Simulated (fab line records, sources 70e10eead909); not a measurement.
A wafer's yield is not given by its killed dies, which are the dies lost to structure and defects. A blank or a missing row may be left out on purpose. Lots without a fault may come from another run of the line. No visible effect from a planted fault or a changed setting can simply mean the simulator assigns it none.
fab line records | flow nand-harc
record lots=5 wafers=15 last-day=33
route steps=1302 shown P_GATE@185
lots that met no fault: from a run of the same line without faults
start-h: hours from the record's opening day to when the first of the lot's shown wafers began | wait-h: how many hours have passed since the lot's step before this one | " identical to the entry in the row above | L1.1+2: one row covering several wafers at once | - no value present, or no start provided | * or withheld: withheld | < > ~ a bound
route shown NAME@n: a module of which the file shows steps, and the number in the route of the first | usual: mean and standard deviation over wafers with no fault | same: alike in all rows | chamber/n: place in a boat | sites: readings site by site | _std_site: their standard deviation | _edge_site: mean of outer sites minus mean of inner sites | radius-mm: for every site, how far away it sits from the centre of the wafer | mask NAME#n: copy n | behind: the most recent tool/chamber to have shaped the wafer | hold: what put the lot on hold/how long, in hours/how the hold closed | device: the n, p or np transistor that did not switch | end of line: the tests these same wafers got at the end of their route | where a step has no rows: the recipe by itself | killed: at the first sort, the dies lost to defects and structure; wafer yield is something else | map: a wafer's dies, x killed, . not, _ none there
set.NAME: setting as actually run; set.NAME@STEP: the setting as run at that earlier step | model.NAME: the simulator's own value behind a step, which no gauge read
lots seen at some steps along the route; tables by step, rows by wafer
services: the hour from which a tool's chamber was out of use, counted from the record's first day as start-h (under 0 if before that day), plus the number of hours and why
## steps
# step NHARC_P_GATE_CD_MEAS_59
# recipe target-cd-nm=720 landing-energy-ev=500
# usual cd-nm=718.5/1.9
# columns lot.wafer tool chamber start-h wait-h cd-nm
L483.1 cd-sem-01 0 167.29 - 716.9
L483.2 " 0 " " 717.8
L483.5 " 0 " " 717.8
L492.1 cd-sem-02 0 259.18 - 717.4
L492.5 " 0 " " 717.7
L492.6 " 0 " " 717.7
L496.2 cd-sem-01 0 298.25 - 719.4
L496.3 " 0 " " 721.7
L496.4 " 0 " " 722.6
L497.2 cd-sem-02 0 303.51 - 720.7
L497.4 " 0 " " 717.1
L497.5 " 0 " " 717.8
L499.1 cd-sem-01 0 329.72 - 722.7
L499.3 " 0 " " 721.2
L499.6 " 0 " " 721.8
# step NHARC_P_GATE_HARDBAKE_60
# recipe temp-c=125 time-s=80
# step NHARC_P_GATE_DESCUM_61
# recipe time-s=3 o2-flow-sccm=200 ar-flow-sccm=0 bias-power-w=0 chemistry=O2
# usual drypump-motor-current-A=5.9/0.48 o2-flow-sccm=200.0/0.58 oes-product-au=1.000/0.01 rf-vpp-V=57.6/0.87 showerhead-plenum-p-Torr=1.89/0.079 throttle-valve-pct=11.312/0.009
# columns lot.wafer tool chamber start-h wait-h drypump-motor-current-A o2-flow-sccm oes-product-au rf-hours-counter-h rf-vpp-V showerhead-plenum-p-Torr throttle-valve-pct
L483.1 rie-diel-01 3 167.48 - 5.8 199.1 0.987 3.2 57.3 1.93 11.313
L483.2 " 0 " " 6.4 200.1 1.009 3.3 58.1 1.96 11.320
L483.5 " 2 " " 4.9 200.4 1.008 - 57.7 1.90 11.310
L492.1 rie-diel-09 0 259.39 - 5.5 200.6 1.006 6.6 57.5 1.89 11.312
L492.6 " 1 " " 6.3 199.1 0.991 - 58.3 2.02 11.300
L492.5 " 2 " " 6.2 199.4 1.007 - 57.3 1.79 11.302
L496.3 rie-diel-01 0 298.42 - 6.4 199.7 0.989 6.8 58.1 1.95 11.335
L496.4 " 2 " " 4.9 199.6 1.012 5.6 57.5 1.90 11.312
L496.2 " 3 " " 5.8 200.3 0.989 5.6 57.8 1.93 11.325
L497.2 rie-diel-02 3 303.67 - 5.3 200.4 1.014 3.3 58.3 2.01 11.314
L497.4 " 0 " " 5.4 200.9 1.004 3.1 56.8 1.86 11.306
L497.5 " 3 " " 5.3 199.6 1.008 - 57.2 2.01 11.317
L499.1 rie-diel-09 0 329.88 - 5.5 200.4 0.983 0 58.0 1.89 11.313
L499.3 " 2 " " 6.1 200.0 1.013 0 56.7 1.79 11.293
L499.6 " 1 " " 6.3 200.6 0.985 - 57.6 2.02 11.308
# step NHARC_P_GATE_IMPLANT_62
# recipe energy-kev=20 dose-cm2=3e+15 tilt-deg=7
# step NHARC_P_GATE_STRIP_112
# recipe power-w=1500 temp-c=110 time-s=200 chemistry=N2/H2
# usual drypump-motor-current-A=5.8/0.41 heater-power-w=84/5.7
# columns lot.wafer tool chamber start-h wait-h drypump-motor-current-A heater-power-w rf-hours-counter-h
L483.2 plasma-asher-02 0 167.91 0.2 5.9 92 17
L483.1 " 1 " " 6.1 80 17
L483.5 " 1 " " 6.1 82 -
L492.1 plasma-asher-02 1 259.76 0.2 6.1 86 0
L492.6 " 0 " " 5.8 90 -
L492.5 " 1 " " 6.1 86 -
L496.2 plasma-asher-02 0 298.83 0.2 5.8 89 8
L496.3 " 1 " " 6.1 86 -
L496.4 " 0 " " 5.8 94 -
L497.2 plasma-asher-01 1 304.08 0.2 6.2 76 27
L497.4 " 1 " " 6.2 74 -
L497.5 " 1 " " 6.2 75 -
L499.1 plasma-asher-01 1 330.31 0.2 6.2 75 32
L499.3 " 0 " " 5.2 82 -
L499.6 " 1 " " 6.2 76 -
# step NHARC_P_GATE_STRIP_76
# recipe power-w=1500 temp-c=250 chemistry=O2
# usual drypump-motor-current-A=5.8/0.41 heater-power-w=313/21
# columns lot.wafer tool chamber start-h wait-h drypump-motor-current-A heater-power-w rf-hours-counter-h
L483.2 plasma-asher-02 0 168.17 0.2 5.9 339 17
L483.1 " 1 " " 6.1 309 17
L483.5 " 1 " " 6.1 305 -
L492.1 plasma-asher-02 1 259.99 0.2 6.2 319 1
L492.6 " 0 " " 5.9 340 -
L492.5 " 1 " " 6.2 327 -
L496.2 plasma-asher-02 0 299.06 0.2 5.8 345 8
L496.3 " 1 " " 6.2 321 -
L496.4 " 0 " " 5.8 336 -
L497.2 plasma-asher-01 1 304.31 0.2 6.2 279 28
L497.4 " 1 " " 6.2 285 -
L497.5 " 1 " " 6.2 285 -
L499.1 plasma-asher-01 1 330.54 0.2 6.2 279 32
L499.3 " 0 " " 5.2 308 -
L499.6 " 1 " " 6.2 277 -
# step NHARC_P_GATE_STRIP_63
# recipe time-s=900 temp-c=130 chemistry=SPM
# step NHARC_P_GATE_DEHYDRATE_83
# recipe temp-c=150 time-s=120
# step NHARC_P_GATE_HMDS_84
# recipe time-s=30
# step NHARC_P_GATE_COAT_85
# recipe spin-rpm=3000
# step NHARC_P_GATE_SOFTBAKE_86
# recipe temp-c=122 time-s=95
# step NHARC_P_GATE_EBR_87
# step NHARC_P_GATE_EXPOSE_88
# recipe na=0.6 target-cd-nm=2000 dose-mj=11.87 mask-id=P_HVN
# same na=0.6
# columns lot.wafer tool chamber start-h wait-h mask
L483.1+2+5 krf-scanner-01 0 168.81 - P_HVN#0
L492.1+5+6 krf-scanner-02 0 260.74 - P_HVN#0
L496.2+3+4 krf-scanner-01 0 299.82 - P_PSD#0
L497.2+4+5 krf-scanner-04 0 305.07 - P_HVN#0
L499.1+3+6 krf-scanner-04 0 331.29 - P_HVN#0
# step NHARC_P_GATE_PEB_89
# recipe peb-temp-c=118 peb-time-s=85
# step NHARC_P_GATE_DEVELOP_90
# recipe time-s=70
# step NHARC_P_GATE_CD_MEAS_91
# recipe target-cd-nm=2000 landing-energy-ev=500
# usual cd-nm=1999.3/1.6
# columns lot.wafer tool chamber start-h wait-h cd-nm
L483.1 cd-sem-03 0 168.97 - 1999.0
L483.2 " 0 " " 1998.6
L483.5 " 0 " " 1998.3
L492.1 cd-sem-03 0 260.91 - 2000.1
L492.5 " 0 " " 1998.1
L492.6 " 0 " " 1997.6
L496.2 cd-sem-03 0 299.97 - -
L496.3 " 0 " " -
L496.4 " 0 " " -
L497.2 cd-sem-03 0 305.22 - 1996.6
L497.4 " 0 " " 1997.7
L497.5 " 0 " " 1996.8
L499.1 cd-sem-01 0 331.45 - 2001.7
L499.3 " 0 " " 1998.7
L499.6 " 0 " " 2000.6
# step NHARC_P_GATE_HARDBAKE_92
# recipe temp-c=125 time-s=80
## services
# columns tool chamber start-h hours kind
rie-diel-09 0 152.10 - clean
rie-diel-09 1 152.10 - clean
plasma-asher-01 - 166.15 9.0 pm
plasma-asher-01 0 166.15 9.0 vent-cycle
plasma-asher-01 1 166.15 9.0 vent-cycle
plasma-asher-01 0 175.15 - clean
plasma-asher-01 1 175.15 - clean
krf-scanner-04 - 182.00 4.0 pm
rie-diel-01 1 188.75 5.8 repair
rie-diel-01 2 190.47 18.8 repair
rie-diel-01 - 203.99 9.0 pm
rie-diel-02 - 216.70 9.0 pm
krf-scanner-04 - 216.87 0.7 repair
plasma-asher-01 - 227.55 1.3 repair
plasma-asher-02 - 249.21 9.0 pm
plasma-asher-02 0 249.21 9.0 vent-cycle
plasma-asher-02 1 249.21 9.0 vent-cycle
plasma-asher-02 0 258.21 - clean
plasma-asher-02 1 258.21 - clean
krf-scanner-02 - 266.00 4.0 pm
rie-diel-01 1 288.30 1.6 repair
krf-scanner-02 - 290.43 1.2 repair
krf-scanner-01 - 312.00 4.0 pm
rie-diel-09 - 320.10 9.0 pm
## key
first-sign step=NHARC_P_GATE_EXPOSE_88 reading=mask direction=changed
effect step=NHARC_P_GATE_CD_MEAS_91 reading=cd-nm direction=missing
met-at NHARC_P_GATE_EXPOSE_88
struck-wafers L496.2,L496.3,L496.4
rows-end L496.2,L496.3,L496.4
onset-between 168.81 299.82
fault kind=wrong-mask tool=any chamber=- onset-h=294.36 steps=NHARC_P_GATE_EXPOSE_88 aux-copy=P_PSD#0 scope=struck-lots-only
# rows-end: these wafers met a further fault down the route, and their rows from its step on are left out
